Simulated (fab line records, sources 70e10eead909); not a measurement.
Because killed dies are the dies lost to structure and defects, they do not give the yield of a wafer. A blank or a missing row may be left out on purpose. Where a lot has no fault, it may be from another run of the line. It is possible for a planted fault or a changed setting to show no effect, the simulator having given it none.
fab line records	flow nand-harc
record: lots: 24	wafers: 72	last-day: 34
route steps=1302 shown A_STAIRCASE@870 A_SGD_CUT@910 A_SLIT@934 A_WL_FILL@958
lots that met no fault: taken from a fault-free run of the same line
start-h: start of the lot's first displayed wafer, in hours after the record's first day	wait-h: hours from the lot's prior step to this one	" the same as in the row above	L1.1+2: a row that stands for several wafers	- no value present, or no start provided	* or withheld: withheld	< > ~ a bound
route shown NAME@n: names a module that has steps shown in the file, with the first one's number in the route	usual: average and standard deviation across the fault-free wafers	same: alike in all rows	chamber/n: place in a boat	sites: the reading at each site	_std_site: standard deviation across them	_edge_site: inner sites' mean taken away from outer sites' mean	radius-mm: for every site, how far away it sits from the centre of the wafer	mask NAME#n: copy n	behind: the last tool/chamber to shape the wafer	hold: reason for holding the lot/hours on hold/outcome of the hold	device: names the non-switching transistor (n, p or np)	end of line: the route-end tests of the same wafers	a step with no rows: only its recipe	killed: count of dies lost to structure and defects at first sort (not the wafer's yield)	map: a wafer's dies, x killed, . not, _ none there
set.NAME: the setting that was run; set.NAME@STEP: the one run at that earlier step	model.NAME: the simulator's own value behind a step, which no gauge read
steps of the route over a sample of lots; a table a step, a row a wafer
services: the hour from which a tool's chamber was out of use, counted from the record's first day as start-h (under 0 if before that day), plus the number of hours and why
== steps ==
step: NHARC_A_STAIRCASE_ETCH_444
recipe: target-depth-a: 2.04e+05	time-s: 6800	c4f8-flow-sccm: 20	o2-flow-sccm: 10	ar-flow-sccm: withheld	rf-w: 600	bias-w: 1000	chemistry: C4F8/O2
usual: oes-product-au: 0.940/0.022	rf-vpp-V: 808/5.6
lot.wafer	tool	chamber	start-h	wait-h	oes-product-au	rf-hours-counter-h	rf-vpp-V
L074.2	rie-diel-05	2	424.30	1.0	0.981	2	802
L074.3	"	3	"	"	0.956	2	816
L074.5	"	1	"	"	0.984	-	802
L075.1	rie-diel-04	0	438.77	0.1	0.924	26	801
L075.4	"	2	"	"	0.923	29	808
L075.2	"	3	"	"	0.928	28	807
L076.1	rie-diel-05	0	439.24	0.5	0.961	9	811
L076.2	"	1	"	"	0.975	9	804
L076.6	"	0	441.11	2.4	0.968	-	812
L077.2	rie-diel-04	2	443.04	4.3	0.912	31	808
L077.6	"	3	"	"	0.920	-	806
L077.5	"	0	"	"	0.915	-	803
L078.3	rie-diel-05	3	459.66	0.1	0.981	15	814
L078.2	"	0	"	"	0.971	18	811
L078.6	"	0	462.20	2.6	0.971	-	811
L079.1	rie-diel-05	1	467.80	0.7	0.924	20	802
L079.3	"	3	"	"	0.945	19	816
L079.6	"	0	"	"	0.936	-	810
L080.2	rie-diel-04	0	484.75	0.1	0.930	41	800
L080.3	"	1	"	"	0.923	41	814
L080.5	"	0	486.66	1.9	0.925	-	800
L081.3	rie-diel-05	2	513.85	1.0	0.938	22	802
L081.5	"	0	"	"	0.930	-	811
L081.6	"	1	"	"	0.925	-	802
L082.4	rie-diel-11	1	520.89	0.1	0.917	25	811
L082.2	"	3	"	"	0.933	22	815
L082.3	"	0	"	"	0.920	24	804
L083.2	rie-diel-04	1	521.66	0.7	0.928	54	815
L083.5	"	1	523.56	2.6	0.927	-	814
L083.6	"	2	"	"	0.912	-	806
L084.2	rie-diel-04	3	529.81	0.1	0.933	56	805
L084.1	"	2	531.07	1.4	0.916	56	806
L084.4	"	1	532.32	2.6	0.934	-	813
L085.3	rie-diel-11	2	539.45	1.2	0.933	32	799
L085.1	"	3	"	"	0.930	28	814
L085.6	"	0	"	"	0.915	-	804
L087.3	rie-diel-05	2	560.75	0.1	0.924	35	801
L087.4	"	1	562.17	1.5	0.918	50	802
L087.6	"	2	"	"	0.930	-	801
L086.1	rie-diel-04	2	561.56	0.7	0.977	6	806
L086.6	"	1	562.80	1.9	0.960	-	813
L086.5	"	3	564.05	3.2	0.984	-	805
L088.3	rie-diel-11	2	561.85	0.1	0.927	38	799
L088.5	"	3	564.34	2.6	0.929	-	816
L088.6	"	0	"	"	0.931	-	805
L089.4	rie-diel-04	0	584.40	0.1	0.965	1	800
L089.3	"	3	585.86	1.5	0.935	13	805
L089.6	"	0	"	"	0.954	-	801
L090.2	rie-diel-11	3	584.83	0.5	0.917	41	815
L090.4	"	1	"	"	0.915	46	810
L090.5	"	3	"	"	0.930	-	816
L091.1	rie-diel-11	2	587.40	0.1	0.922	48	797
L091.2	"	3	"	"	0.922	45	815
L091.3	"	1	"	"	0.911	48	810
L092.4	rie-diel-05	3	607.62	0.1	0.972	5	816
L092.6	"	3	609.54	2.0	0.969	-	817
L092.5	"	0	"	"	0.974	-	810
L094.2	rie-diel-05	3	619.50	0.2	0.939	12	815
L094.3	"	0	"	"	0.946	12	810
L094.1	"	2	"	"	0.959	10	800
L093.4	rie-diel-11	2	619.65	0.6	0.960	1	814
L093.3	"	3	"	"	0.956	1	815
L093.1	"	0	"	"	0.973	1	804
L095.4	rie-diel-05	2	641.42	1.5	0.977	15	801
L095.6	"	3	"	"	0.976	-	813
L095.5	"	0	"	"	0.981	-	810
L097.2	rie-diel-05	1	665.65	1.0	0.916	17	803
L097.3	"	2	"	"	0.937	21	799
L097.5	"	3	"	"	0.923	-	812
L096.2	rie-diel-11	1	670.94	0.1	0.927	18	808
L096.3	"	0	672.37	1.5	0.909	16	803
L096.6	"	1	"	"	0.912	-	809
step: NHARC_A_SGD_CUT_STRIP_17
recipe: o2-flow-sccm: 500	ar-flow-sccm: 0	bias-w: 0	chemistry: O2
usual: drypump-motor-current-A: 5.6/0.55	oes-product-au: 1.000/0.011	rf-vpp-V: 57.7/1.1	showerhead-plenum-p-Torr: 3.50/0.14	throttle-valve-pct: 17.037/0.0088
lot.wafer	tool	chamber	start-h	wait-h	drypump-motor-current-A	oes-product-au	rf-hours-counter-h	rf-vpp-V	showerhead-plenum-p-Torr	throttle-valve-pct
L074.2	rie-diel-06	1	-	-	5.7	1.025	11	56.1	3.44	17.029
L074.3	"	2	"	"	4.7	1.007	11	57.0	3.44	17.032
L074.5	"	0	"	"	6.1	0.996	-	56.5	3.32	17.038
L076.1	rie-diel-08	1	-	-	5.0	1.038	3	56.3	3.48	17.042
L076.2	"	3	"	"	5.9	0.999	3	58.5	3.74	17.039
L076.6	"	0	"	"	6.4	1.019	-	57.0	3.51	17.046
L075.2	rie-diel-02	3	-	-	6.3	1.010	3	58.3	3.59	17.030
L075.1	"	0	"	"	5.7	1.018	3	58.1	3.34	17.046
L075.4	"	1	"	"	5.2	1.000	2	57.8	3.32	17.041
L077.2	rie-diel-06	3	-	-	5.5	0.989	11	58.6	3.70	17.023
L077.6	"	0	"	"	6.1	0.988	-	57.6	3.32	17.045
L077.5	"	1	"	"	5.7	1.027	-	56.2	3.44	17.038
L078.2	rie-diel-02	1	-	-	5.3	0.983	4	55.5	3.32	17.038
L078.3	"	0	"	"	5.7	1.018	5	57.5	3.34	17.043
L078.6	"	1	"	"	5.2	0.992	-	56.6	3.32	17.043
L079.3	rie-diel-08	0	-	-	6.3	1.004	4	58.5	3.51	17.037
L079.1	"	1	"	"	5.0	1.019	4	56.8	3.48	17.033
L079.6	"	3	"	"	5.9	1.000	-	58.9	3.74	17.025
L080.2	rie-diel-08	0	-	-	6.3	1.003	5	57.7	3.51	17.027
L080.3	"	1	"	"	5.0	1.020	5	58.6	3.48	17.034
L080.5	"	3	"	"	5.9	1.002	-	60.5	3.74	17.029
L081.3	rie-diel-06	1	-	-	5.7	1.007	2	57.5	3.44	17.046
L081.5	"	1	"	"	5.7	0.996	-	57.6	3.44	17.050
L081.6	"	2	"	"	4.7	1.007	-	57.6	3.44	17.042
L082.2	rie-diel-08	2	-	-	4.9	0.999	7	56.6	3.40	17.034
L082.4	"	0	"	"	6.3	1.005	7	57.5	3.51	17.042
L082.3	"	1	"	"	5.0	1.021	6	58.9	3.48	17.035
L083.2	rie-diel-08	1	-	-	5.0	1.021	6	55.4	3.48	17.037
L083.5	"	1	"	"	5.0	1.022	-	58.2	3.48	17.036
L083.6	"	2	"	"	4.9	1.011	-	58.4	3.40	17.044
L084.2	rie-diel-08	2	-	-	4.9	1.006	8	55.4	3.40	17.027
L084.1	"	3	"	"	5.9	0.992	8	59.0	3.73	17.048
L084.4	"	0	"	"	6.3	1.014	8	59.0	3.51	17.037
L085.3	rie-diel-02	3	-	-	6.3	0.999	10	59.5	3.59	17.044
L085.1	"	2	"	"	5.7	0.987	10	58.1	3.64	17.037
L085.6	"	0	"	"	5.7	1.007	-	56.2	3.34	17.047
L087.3	rie-diel-08	3	-	-	5.9	0.999	1	58.5	3.73	17.034
L087.4	"	1	"	"	4.9	1.001	1	57.2	3.48	17.031
L087.6	"	0	"	"	6.4	1.001	-	57.3	3.51	17.043
L086.1	rie-diel-08	3	570.86	0.1	5.9	0.975	1	59.1	3.73	17.060
L086.6	"	0	"	"	6.3	1.000	-	58.4	3.51	17.040
L086.5	"	1	"	"	4.9	1.003	-	58.5	3.48	17.029
L088.3	rie-diel-06	2	-	-	4.7	0.998	6	57.5	3.44	17.024
L088.5	"	1	"	"	5.7	0.993	-	56.3	3.44	17.033
L088.6	"	2	"	"	4.7	1.004	-	55.4	3.44	17.044
L090.2	rie-diel-08	3	-	-	5.9	0.986	2	58.3	3.73	17.045
L090.4	"	1	"	"	5.0	1.001	2	57.0	3.48	17.045
L090.5	"	0	"	"	6.3	1.007	-	58.7	3.51	17.034
L089.4	rie-diel-06	3	-	-	5.6	1.002	6	57.9	3.70	17.020
L089.3	"	1	"	"	5.7	1.010	7	57.0	3.44	17.037
L089.6	"	2	"	"	4.7	1.008	-	58.2	3.44	17.041
L091.2	rie-diel-08	1	-	-	5.0	1.008	3	58.7	3.48	17.034
L091.3	"	2	"	"	4.9	0.995	3	58.2	3.40	17.022
L091.1	"	0	"	"	6.4	0.999	2	57.9	3.51	17.038
L092.4	rie-diel-08	0	-	-	6.3	0.998	3	57.6	3.51	17.029
L092.5	"	0	"	"	6.4	0.985	-	56.1	3.51	17.030
L092.6	"	1	"	"	5.0	1.008	-	57.6	3.48	17.057
L093.4	rie-diel-06	0	-	-	6.1	1.000	10	56.3	3.31	17.041
L093.3	"	1	"	"	5.7	1.001	10	57.5	3.43	17.036
L093.1	"	3	"	"	5.5	1.004	9	57.3	3.70	17.038
L094.1	rie-diel-02	2	-	-	5.7	1.010	3	59.2	3.63	17.048
L094.2	"	3	"	"	6.3	0.997	2	57.8	3.59	17.033
L094.3	"	0	"	"	5.7	1.005	3	57.4	3.33	17.030
L095.4	rie-diel-02	3	-	-	6.3	0.984	4	59.0	3.58	17.026
L095.6	"	1	"	"	5.3	0.995	-	57.6	3.31	17.054
L095.5	"	2	"	"	5.7	0.992	-	58.7	3.63	17.035
L097.3	rie-diel-08	3	-	-	5.9	0.989	5	58.6	3.73	17.026
L097.2	"	0	"	"	6.3	0.982	5	58.2	3.50	17.033
L097.5	"	0	"	"	6.4	0.987	-	59.5	3.50	17.048
L096.3	rie-diel-06	2	-	-	4.7	1.006	1	56.5	3.43	17.045
L096.2	"	3	"	"	5.5	1.005	1	57.3	3.69	17.042
L096.6	"	3	"	"	5.5	0.998	-	57.8	3.69	17.034
step: NHARC_A_SLIT_OVL_MEAS_10
usual: overlay-x-nm: -0.2/0.72	overlay-y-nm: -0.1/0.87
lot.wafer	tool	chamber	start-h	wait-h	overlay-x-nm	overlay-y-nm
L074.2	overlay-01	-	449.25	-	-1.6	-0.2
L074.3	"	-	"	"	-1.8	0.3
L074.5	"	-	"	"	-1.0	0.5
L076.1	overlay-01	-	463.46	-	-0.7	-0.9
L076.2	"	-	"	"	-0.9	-1.4
L076.6	"	-	"	"	-0.3	-0.8
L075.1	overlay-01	-	463.82	-	-1.1	0.2
L075.2	"	-	"	"	-0.6	-0.2
L075.4	"	-	"	"	-0.1	0.9
L077.2	overlay-02	-	464.38	-	0.7	-1.0
L077.5	"	-	"	"	0.7	-1.5
L077.6	"	-	"	"	0.8	-1.1
L078.2	overlay-02	-	480.39	-	-1.2	-0.2
L078.3	"	-	"	"	-1.0	-1.4
L078.6	"	-	"	"	0.0	-0.8
L079.1	overlay-01	-	491.06	-	0.4	0.8
L079.3	"	-	"	"	0.4	0.9
L079.6	"	-	"	"	-0.1	0.3
L080.2	overlay-02	-	506.71	-	0.6	0.3
L080.3	"	-	"	"	0.3	0.5
L080.5	"	-	"	"	1.0	0.8
L081.3	overlay-01	-	532.25	-	0.2	-0.7
L081.5	"	-	"	"	-0.5	-1.1
L081.6	"	-	"	"	0.0	-0.7
L083.2	overlay-01	-	544.76	-	-0.1	1.4
L083.5	"	-	"	"	-0.3	1.4
L083.6	"	-	"	"	0.0	0.9
L082.2	overlay-02	-	544.92	-	-0.2	-0.9
L082.3	"	-	"	"	-0.1	-0.6
L082.4	"	-	"	"	-0.2	-0.3
L084.1	overlay-01	-	552.18	-	-1.6	-1.1
L084.2	"	-	"	"	-0.9	-0.9
L084.4	"	-	"	"	-1.6	-1.2
L085.1	overlay-01	-	560.47	-	-0.3	0.2
L085.3	"	-	"	"	0.1	0.6
L085.6	"	-	"	"	0.1	1.3
L086.1	overlay-02	-	585.30	-	-0.6	-1.0
L086.5	"	-	"	"	0.3	-0.7
L086.6	"	-	"	"	0.1	-0.9
L087.3	overlay-02	-	585.66	-	-0.4	0.4
L087.4	"	-	"	"	0.2	0.6
L087.6	"	-	"	"	-0.1	1.0
L088.3	overlay-02	-	588.73	-	-0.9	-0.3
L088.5	"	-	"	"	-1.0	-0.6
L088.6	"	-	"	"	-1.3	-0.5
L091.1	overlay-01	-	605.50	-	0.6	-0.2
L091.2	"	-	"	"	-0.1	-0.1
L091.3	"	-	"	"	0.2	-0.3
L089.3	overlay-01	-	606.12	-	-0.6	-0.1
L089.4	"	-	"	"	-0.6	-0.1
L089.6	"	-	"	"	-0.7	0.1
L090.2	overlay-02	-	609.32	-	-0.1	-1.9
L090.4	"	-	"	"	0.2	-2.2
L090.5	"	-	"	"	-0.2	-1.9
L092.4	overlay-02	-	630.23	-	-0.2	0.2
L092.5	"	-	"	"	0.3	0.5
L092.6	"	-	"	"	0.3	0.7
L094.1	overlay-01	-	639.29	-	0.6	-0.3
L094.2	"	-	"	"	0.5	-0.1
L094.3	"	-	"	"	0.5	-0.5
L093.1	overlay-02	-	639.31	-	-0.4	-0.8
L093.3	"	-	"	"	-0.5	-1.0
L093.4	"	-	"	"	-0.7	-1.1
L095.4	overlay-01	-	659.98	-	-0.2	1.0
L095.5	"	-	"	"	-0.2	1.3
L095.6	"	-	"	"	-0.1	0.9
L097.2	overlay-01	-	685.25	-	1.5	0.7
L097.3	"	-	"	"	1.2	0.9
L097.5	"	-	"	"	1.1	1.3
L096.2	overlay-01	-	692.23	-	0.2	1.2
L096.3	"	-	"	"	0.1	0.6
L096.6	"	-	"	"	-0.1	0.6
step: NHARC_A_WL_FILL_ETCHBACK_05
recipe: target-depth-a: 220	time-s: 60	temp-c: 40	chemistry: Cl2/BCl3
usual: drypump-motor-current-A: 5.7/0.41	oes-product-au: 0.998/0.01
lot.wafer	tool	chamber	start-h	wait-h	drypump-motor-current-A	oes-product-au	rf-hours-counter-h
L074.2	rie-metal-03	1	463.93	0.2	5.7	1.002	1.9
L074.3	"	0	"	"	6.4	0.998	-
L074.5	"	0	"	"	6.4	1.017	-
L075.2	rie-metal-01	1	478.07	0.2	6.0	0.998	1.5
L075.1	"	0	"	"	5.5	0.993	1.5
L075.4	"	1	"	"	6.0	0.987	-
L076.2	rie-metal-03	1	478.08	0.2	5.7	0.989	2.2
L076.1	"	0	"	"	6.4	0.996	2.3
L076.6	"	1	"	"	5.7	0.985	-
L077.2	rie-metal-02	0	482.65	0.2	5.3	1.020	0.4
L077.6	"	1	"	"	5.3	0.991	-
L077.5	"	0	"	"	5.3	1.017	-
L078.2	rie-metal-03	1	495.02	0.2	5.7	1.006	2.5
L078.3	"	0	"	"	6.4	0.989	-
L078.6	"	1	"	"	5.7	0.998	-
L079.1	rie-metal-01	1	505.74	0.2	6.0	1.010	2.0
L079.3	"	0	"	"	5.5	1.003	-
L079.6	"	1	"	"	6.0	1.005	-
L080.2	rie-metal-02	0	527.80	0.2	5.3	1.009	1.2
L080.3	"	1	"	"	5.3	1.014	-
L080.5	"	1	"	"	5.3	0.992	-
L081.3	rie-metal-01	1	546.87	0.2	6.0	0.998	-
L081.6	"	1	"	"	6.0	0.985	-
L081.5	"	0	"	"	5.5	0.996	-
L083.2	rie-metal-02	1	559.33	0.2	5.3	0.998	1.7
L083.5	"	0	"	"	5.3	1.007	-
L083.6	"	1	"	"	5.3	1.009	-
L082.2	rie-metal-03	0	563.47	0.3	6.4	0.982	-
L082.3	"	0	"	"	6.4	0.984	-
L082.4	"	0	"	"	6.4	0.984	-
L084.1	rie-metal-03	1	571.54	0.4	5.7	0.999	0.6
L084.2	"	1	"	"	5.7	1.002	-
L084.4	"	1	"	"	5.7	1.005	-
L085.1	rie-metal-02	0	577.91	0.2	5.3	1.014	2.2
L085.3	"	1	"	"	5.3	1.001	-
L085.6	"	0	"	"	5.3	1.013	-
L086.1	rie-metal-02	0	601.03	0.2	5.3	1.012	2.5
L086.5	"	1	"	"	5.3	1.003	-
L086.6	"	0	"	"	5.3	1.017	-
L087.4	rie-metal-01	0	604.39	0.2	5.5	0.998	-
L087.3	"	1	"	"	6.0	0.995	-
L087.6	"	1	"	"	6.0	1.004	-
L088.3	rie-metal-03	0	604.99	0.2	6.4	0.988	-
L088.6	"	1	"	"	5.7	0.999	-
L088.5	"	0	"	"	6.4	0.984	-
L091.1	rie-metal-01	1	620.25	0.2	6.0	1.002	0.7
L091.2	"	0	"	"	5.5	1.002	0.7
L091.3	"	1	"	"	6.0	0.999	-
L089.3	rie-metal-02	1	623.38	0.1	5.3	0.997	-
L089.4	"	0	"	"	5.3	1.014	-
L089.6	"	1	"	"	5.3	1.003	-
L090.2	rie-metal-03	1	625.14	0.2	5.7	0.999	1.7
L090.4	"	1	"	"	5.7	0.996	-
L090.5	"	0	"	"	6.4	0.977	-
L092.4	rie-metal-03	0	644.79	0.2	6.4	0.984	-
L092.6	"	0	"	"	6.4	0.987	-
L092.5	"	1	"	"	5.7	1.005	-
L094.2	rie-metal-01	0	653.93	0.2	5.5	1.004	1.2
L094.1	"	1	"	"	6.0	0.994	1.2
L094.3	"	0	"	"	5.5	1.004	-
L093.1	rie-metal-02	1	654.12	0.3	5.3	0.992	0.4
L093.4	"	1	"	"	5.3	0.990	-
L093.3	"	0	"	"	5.3	1.003	-
L095.4	rie-metal-01	0	674.66	0.2	5.5	0.998	-
L095.5	"	1	"	"	6.0	0.978	-
L095.6	"	0	"	"	5.5	1.000	-
L097.2	rie-metal-01	1	699.57	0.2	6.0	0.980	2.1
L097.3	"	0	"	"	5.5	0.999	-
L097.5	"	0	"	"	5.5	1.000	-
L096.2	rie-metal-03	1	708.97	0.2	5.7	0.982	0.1
L096.3	"	0	"	"	6.4	0.996	-
L096.6	"	0	"	"	6.4	0.987	-
step: NHARC_A_WL_FILL_ETCHBACK_26
recipe: target-depth-a: 520	time-s: 13.3	hbr-flow-sccm: 150	rf-w: 350	icp-w: 350	bias-w: 60	chemistry: HBr
usual: drypump-motor-current-A: 5.71/0.22	oes-product-au: 1.001/0.01	throttle-valve-pct: 23.266/0.0094
lot.wafer	tool	chamber	start-h	wait-h	drypump-motor-current-A	oes-product-au	rf-hours-counter-h	throttle-valve-pct
L074.3	rie-si-01	3	478.80	0.4	5.21	0.998	0.7	23.286
L074.2	"	1	"	"	5.93	0.996	0.6	23.252
L074.5	"	0	"	"	5.78	1.007	-	23.264
L075.1	rie-si-04	3	494.97	0.4	5.38	0.999	1.0	23.263
L075.4	"	0	"	"	5.51	1.017	0.8	23.270
L075.2	"	1	"	"	6.08	0.997	0.9	23.248
L076.1	rie-si-01	2	494.97	0.4	5.59	0.998	0.7	23.254
L076.2	"	0	"	"	5.78	1.021	0.8	23.268
L076.6	"	2	"	"	5.58	0.985	-	23.259
L077.2	rie-si-04	3	498.21	0.4	5.39	0.999	1.0	23.265
L077.6	"	2	"	"	5.97	1.005	-	23.257
L077.5	"	3	"	"	5.38	1.011	-	23.254
L078.2	rie-si-06	0	510.72	0.4	5.61	1.013	0.4	23.256
L078.3	"	1	"	"	5.55	0.998	0.5	23.265
L078.6	"	0	"	"	5.62	1.018	-	23.250
L079.1	rie-si-06	2	520.79	0.4	5.85	0.997	0.6	23.264
L079.3	"	0	"	"	5.60	1.004	0.5	23.255
L079.6	"	3	"	"	5.78	0.982	-	23.268
L080.3	rie-si-01	2	543.10	0.4	5.60	1.007	1.0	23.272
L080.2	"	3	"	"	5.22	1.003	1.0	23.262
L080.5	"	0	"	"	5.80	1.027	-	23.270
L081.3	rie-si-01	2	562.04	0.4	5.57	0.982	0.0	23.259
L081.6	"	1	"	"	5.91	0.999	-	23.278
L081.5	"	2	"	"	5.57	0.995	-	23.264
L083.2	rie-si-06	2	574.90	0.4	5.85	0.991	1.0	23.266
L083.6	"	2	"	"	5.85	0.990	-	23.246
L083.5	"	3	"	"	5.78	0.988	-	23.277
L082.4	rie-si-04	3	583.08	0.4	5.36	1.003	0.3	23.267
L082.3	"	0	"	"	5.53	1.009	0.3	23.260
L082.2	"	1	"	"	6.09	0.981	0.3	23.267
L084.2	rie-si-06	1	591.16	0.4	5.54	1.005	1.1	23.258
L084.1	"	2	"	"	5.82	0.999	1.1	23.268
L084.4	"	0	"	"	5.62	1.003	-	23.265
L085.3	rie-si-06	0	594.57	0.4	5.59	1.003	1.1	23.253
L085.1	"	2	"	"	5.85	0.999	1.2	23.266
L085.6	"	0	"	"	5.58	1.005	-	23.275
L086.1	rie-si-01	3	616.06	0.4	5.21	0.986	0.4	23.256
L086.5	"	0	"	"	5.79	1.000	-	23.259
L086.6	"	1	"	"	5.91	0.998	-	23.261
L087.4	rie-si-06	3	619.84	0.4	5.81	0.982	0.0	23.279
L087.3	"	2	"	"	5.84	1.002	0.1	23.263
L087.6	"	0	"	"	5.59	1.005	-	23.281
L088.3	rie-si-04	3	622.96	0.4	5.36	1.005	0.5	23.275
L088.6	"	0	"	"	5.51	1.019	-	23.266
L088.5	"	1	"	"	6.09	1.000	-	23.279
L091.1	rie-si-06	0	635.21	0.4	5.65	1.008	0.1	23.279
L091.2	"	1	"	"	5.53	0.997	0.2	23.266
L091.3	"	2	"	"	5.83	1.008	0.2	23.279
L089.3	rie-si-01	1	638.85	0.4	5.92	1.010	0.6	23.272
L089.4	"	2	"	"	5.59	0.996	0.5	23.285
L089.6	"	0	"	"	5.79	1.018	-	23.270
L090.4	rie-si-04	1	641.94	0.4	6.09	1.000	0.8	23.270
L090.2	"	0	"	"	5.52	1.018	0.8	23.252
L090.5	"	2	"	"	5.97	0.982	-	23.254
L092.4	rie-si-06	0	660.29	0.4	5.62	1.016	0.3	23.271
L092.5	"	3	"	"	5.80	1.000	-	23.272
L092.6	"	0	"	"	5.63	1.013	-	23.270
L094.3	rie-si-04	0	669.02	0.4	5.52	1.011	0.9	23.270
L094.2	"	2	"	"	5.95	0.997	0.8	23.276
L094.1	"	3	"	"	5.38	0.994	0.8	23.276
L093.3	rie-si-04	2	672.02	0.4	5.95	1.003	0.8	23.271
L093.4	"	3	"	"	5.39	1.013	0.8	23.267
L093.1	"	0	"	"	5.51	1.007	1.0	23.273
L095.4	rie-si-06	2	690.48	0.4	5.85	1.008	0.5	23.257
L095.6	"	2	"	"	5.83	1.006	-	23.280
L095.5	"	3	"	"	5.75	0.985	-	23.266
L097.3	rie-si-06	3	714.80	0.4	5.76	0.981	0.5	23.259
L097.2	"	0	"	"	5.62	0.997	0.6	23.285
L097.5	"	3	"	"	5.75	0.983	-	23.264
L096.3	rie-si-06	2	727.01	0.4	5.84	0.991	0.7	23.262
L096.2	"	3	"	"	5.80	0.989	0.7	23.253
L096.6	"	0	"	"	5.58	1.021	-	23.257
step: NHARC_A_WL_FILL_CMP_12
recipe: t-overpolish-s: 30	target-thk-nm: 100
usual: motor-current-A: 11.9/1.2	overpolish-run-s: 30.001/0.0085	time-to-endpoint-s: 20.9/2.3
same: t-overpolish-s: 30
lot.wafer	tool	chamber	start-h	wait-h	motor-current-A	overpolish-run-s	time-to-endpoint-s
L074.3	cmp-04	3	479.45	0.1	9.8	30.006	24.1
L074.2	"	0	"	"	12.2	30.011	23.1
L074.5	"	0	"	"	11.5	30.003	25.5
L075.1	cmp-02	1	495.60	0.1	11.7	29.998	19.7
L075.4	"	3	"	"	12.6	30.001	19.2
L075.2	"	0	"	"	11.3	30.009	22.5
L076.2	cmp-04	0	495.63	0.1	11.6	29.999	24.2
L076.1	"	1	"	"	11.9	30.005	21.3
L076.6	"	0	"	"	11.2	30.016	24.2
L077.2	cmp-03	3	498.87	0.2	12.0	29.994	20.3
L077.6	"	2	"	"	11.4	30.004	21.0
L077.5	"	3	"	"	12.4	30.018	22.5
L078.2	cmp-02	2	511.38	0.2	12.8	30.010	19.4
L078.3	"	3	"	"	12.1	29.999	18.6
L078.6	"	1	"	"	10.6	30.003	19.2
L079.1	cmp-04	0	521.48	0.2	12.5	30.002	19.4
L079.3	"	1	"	"	12.5	30.003	16.1
L079.6	"	3	"	"	9.9	29.997	22.8
L080.3	cmp-04	2	543.74	0.1	14.8	30.006	22.1
L080.2	"	3	"	"	10.2	30.004	23.2
L080.5	"	2	"	"	14.7	30.011	21.7
L081.3	cmp-02	0	562.70	0.1	11.3	30.002	20.3
L081.6	"	3	"	"	12.6	30.007	24.0
L081.5	"	0	"	"	11.2	30.004	24.2
L083.2	cmp-04	0	575.70	0.2	11.6	30.003	18.8
L083.6	"	3	"	"	10.2	29.990	23.4
L083.5	"	0	"	"	11.2	30.005	18.2
L082.3	cmp-02	1	583.72	0.1	10.5	30.001	20.2
L082.4	"	2	"	"	12.9	29.993	19.3
L082.2	"	0	"	"	11.2	30.004	20.8
L084.4	cmp-03	2	591.81	0.1	11.1	30.009	19.4
L084.1	"	3	"	"	11.1	30.014	18.6
L084.2	"	0	"	"	12.2	29.994	21.4
L085.3	cmp-03	3	595.25	0.1	12.8	30.005	21.4
L085.1	"	1	"	"	13.0	29.998	20.9
L085.6	"	0	"	"	12.1	29.993	22.2
L086.1	cmp-04	2	616.78	0.2	14.6	29.997	16.4
L086.6	"	3	"	"	9.8	29.999	19.1
L086.5	"	0	"	"	11.7	29.989	18.7
L087.4	cmp-02	2	620.53	0.1	13.2	29.996	24.0
L087.3	"	1	"	"	10.8	29.995	19.7
L087.6	"	2	"	"	13.6	29.981	24.1
L088.3	cmp-04	2	623.67	0.1	14.4	30.003	20.3
L088.6	"	0	"	"	11.5	29.999	22.1
L088.5	"	1	"	"	12.0	29.991	18.6
L091.1	cmp-04	0	635.87	0.2	11.0	29.990	20.8
L091.3	"	1	"	"	11.4	30.006	14.9
L091.2	"	2	"	"	13.5	30.000	21.0
L089.3	cmp-02	2	639.48	0.1	12.8	30.009	20.9
L089.4	"	3	"	"	12.2	29.990	20.2
L089.6	"	2	"	"	12.8	29.983	20.0
L090.4	cmp-02	3	642.59	0.1	11.7	30.000	19.1
L090.2	"	2	"	"	13.3	30.006	18.4
L090.5	"	3	"	"	11.8	29.998	17.7
L092.4	cmp-03	0	660.95	0.1	12.3	30.001	22.5
L092.6	"	3	"	"	13.3	30.000	22.1
L092.5	"	0	"	"	11.8	30.000	23.7
L094.1	cmp-02	0	669.67	0.2	10.6	29.993	22.8
L094.3	"	2	"	"	13.5	30.000	22.5
L094.2	"	3	"	"	13.0	29.996	21.2
L093.4	cmp-04	1	672.65	0.1	12.1	29.990	15.0
L093.1	"	2	"	"	14.6	29.995	17.4
L093.3	"	3	"	"	10.4	30.017	20.2
L095.4	cmp-03	3	691.13	0.1	12.8	30.006	23.3
L095.6	"	3	"	"	12.1	29.995	20.7
L095.5	"	0	"	"	12.2	30.003	22.4
L097.3	cmp-03	0	715.54	0.1	11.3	29.996	20.2
L097.2	"	1	"	"	12.9	30.004	19.2
L097.5	"	2	"	"	11.6	30.010	21.0
L096.3	cmp-04	3	727.66	0.1	10.0	30.001	25.2
L096.2	"	0	"	"	11.4	30.007	23.8
L096.6	"	2	"	"	13.1	30.013	25.1
== services ==
tool	chamber	start-h	hours	kind
cmp-04	-	405.08	4.0	pm
rie-diel-05	-	406.65	9.0	pm
cmp-04	-	411.03	0.6	repair
rie-si-06	-	426.00	9.0	pm
rie-metal-03	1	433.13	14.3	repair
rie-diel-05	2	452.12	16.0	repair
rie-metal-03	-	455.90	0.3	repair
rie-si-06	2	456.99	5.6	repair
cmp-04	-	462.91	1.4	repair
rie-si-06	2	502.56	1.3	repair
cmp-04	-	503.08	4.0	pm
rie-diel-08	3	508.41	3.5	repair
rie-metal-03	-	519.00	9.0	pm
rie-diel-08	-	544.80	9.0	pm
rie-diel-05	-	583.65	9.0	pm
rie-si-06	3	590.87	8.4	repair
cmp-04	-	601.08	4.0	pm
rie-si-06	-	603.00	9.0	pm
rie-si-06	3	622.54	9.3	repair
rie-diel-08	-	665.12	1.3	repair
cmp-04	-	699.08	4.0	pm
rie-diel-05	0	710.05	15.1	repair
rie-diel-05	1	715.06	3.6	repair
rie-diel-08	-	721.86	9.0	pm
== key ==
fault none
